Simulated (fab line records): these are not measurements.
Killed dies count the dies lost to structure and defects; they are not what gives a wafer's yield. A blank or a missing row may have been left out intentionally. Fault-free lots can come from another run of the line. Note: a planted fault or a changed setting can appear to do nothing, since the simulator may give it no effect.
Matching of chambers / flow n5Finfet / N5_SD_EPI_P_ETCHBACK_46 on rieDiel-05 has 4 sister chambers
The step etches SiNx in CH3F/O2, stops on SiO2, target depth 17.5 nm. 8 wafers are shown with their chamber, then 8 later ones without.

== WAFERS WITH THEIR CHAMBER ==
wafer=L077.6; chamber=3; rfVppV (V)=301; showerheadPlenumPTorr (Torr)=2.06
wafer=L082.1; chamber=2; rfVppV (V)=308; showerheadPlenumPTorr (Torr)=2.06
wafer=L082.3; chamber=1; rfVppV (V)=308; showerheadPlenumPTorr (Torr)=2.09
wafer=L082.4; chamber=0; rfVppV (V)=292; showerheadPlenumPTorr (Torr)=2.06
wafer=L086.1; chamber=3; rfVppV (V)=301; showerheadPlenumPTorr (Torr)=2.05
wafer=L086.2; chamber=0; rfVppV (V)=291; showerheadPlenumPTorr (Torr)=2.05
wafer=L086.3; chamber=1; rfVppV (V)=309; showerheadPlenumPTorr (Torr)=2.09
wafer=L089.2; chamber=2; rfVppV (V)=309; showerheadPlenumPTorr (Torr)=2.06

== WAFERS WITHOUT THEIR CHAMBER ==
wafer=L089.3; rfVppV (V)=309; showerheadPlenumPTorr (Torr)=2.08
wafer=L089.4; rfVppV (V)=292; showerheadPlenumPTorr (Torr)=2.05
wafer=L091.3; rfVppV (V)=292; showerheadPlenumPTorr (Torr)=2.05
wafer=L091.4; rfVppV (V)=308; showerheadPlenumPTorr (Torr)=2.06
wafer=L091.6; rfVppV (V)=308; showerheadPlenumPTorr (Torr)=2.08
wafer=L096.1; rfVppV (V)=308; showerheadPlenumPTorr (Torr)=2.06
wafer=L096.2; rfVppV (V)=300; showerheadPlenumPTorr (Torr)=2.04
wafer=L096.6; rfVppV (V)=309; showerheadPlenumPTorr (Torr)=2.08

== WHICH CHAMBER EACH WENT THROUGH ==
wafer=L089.3; from the rows above=can't be placed: 1 or 2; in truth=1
wafer=L089.4; from the rows above=0; in truth=0
wafer=L091.3; from the rows above=0; in truth=0
wafer=L091.4; from the rows above=2; in truth=2
wafer=L091.6; from the rows above=can't be placed: 1 or 2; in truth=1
wafer=L096.1; from the rows above=2; in truth=2
wafer=L096.2; from the rows above=3; in truth=3
wafer=L096.6; from the rows above=can't be placed: 1 or 2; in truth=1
Correctly placed: 5 of 8. From these rows, 3 cannot be placed; in 3 the true chamber is one of the candidates. Wrongly placed: 0.
How it was worked out, from the rows above alone: a wafer's distance from a chamber is the root of the sum, over the readings, of the square of ((its reading less the chamber's mean) divided by the reading's scatter). If the next closest chamber is less than 2 further off than the closest, the wafer can't be placed; otherwise it belongs to the closest. Each chamber's mean is taken over the wafers shown for it. How the scatter is found: for the shown wafers, subtract from each reading the mean of its chamber, square and add these, divide the total by (wafers less chambers), then take the root.
